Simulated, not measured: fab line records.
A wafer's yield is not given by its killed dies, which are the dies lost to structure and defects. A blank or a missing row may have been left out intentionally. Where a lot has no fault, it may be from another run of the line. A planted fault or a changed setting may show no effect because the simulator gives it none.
Matching of chambers ; flow nand-harc ; 4 sister chambers for NHARC_P_GATE_DESCUM_31 on rie-diel-09
The step chemistry O2, time 3 s. 8 wafers are shown with their chamber, then 8 later ones without.

== EACH WAFER AND ITS CHAMBER ==
wafer;chamber;showerhead-plenum-p-Torr (Torr);drypump-motor-current-A (A)
L082.3;0;1.83;5.8
L085.1;1;1.82;5.5
L085.2;0;1.82;5.7
L085.4;3;1.95;6.1
L092.1;3;1.95;6.1
L092.3;1;1.81;5.5
L092.4;2;1.78;6.0
L093.3;2;1.78;6.0

== WAFERS WITH NO CHAMBER GIVEN ==
wafer;showerhead-plenum-p-Torr (Torr);drypump-motor-current-A (A)
L093.5;1.81;5.5
L093.6;1.77;6.0
L095.3;1.77;6.0
L095.5;1.82;5.8
L095.6;1.95;6.1
L096.1;1.95;6.1
L096.2;1.81;5.5
L096.4;1.77;6.0

== EACH ONE'S CHAMBER ==
wafer;from the rows above;in truth
L093.5;1;1
L093.6;2;2
L095.3;2;2
L095.5;0;0
L095.6;3;3
L096.1;3;3
L096.2;1;1
L096.4;2;2
Placed correctly: 8 of 8. Can't be placed from these rows: 0. Placed wrongly: 0.
How it was worked out, from the rows above alone: a wafer's distance from a chamber is the root of the sum, over the readings, of the square of ((its reading less the chamber's mean) divided by the reading's scatter). The wafer belongs to the nearest chamber; if the next one is less than 2 further off, it can't be placed. Each chamber's mean is taken over the wafers shown for it. The scatter is the square root of a quotient: the sum, over the shown wafers, of each reading's squared deviation from its chamber's mean, divided by wafers minus chambers.
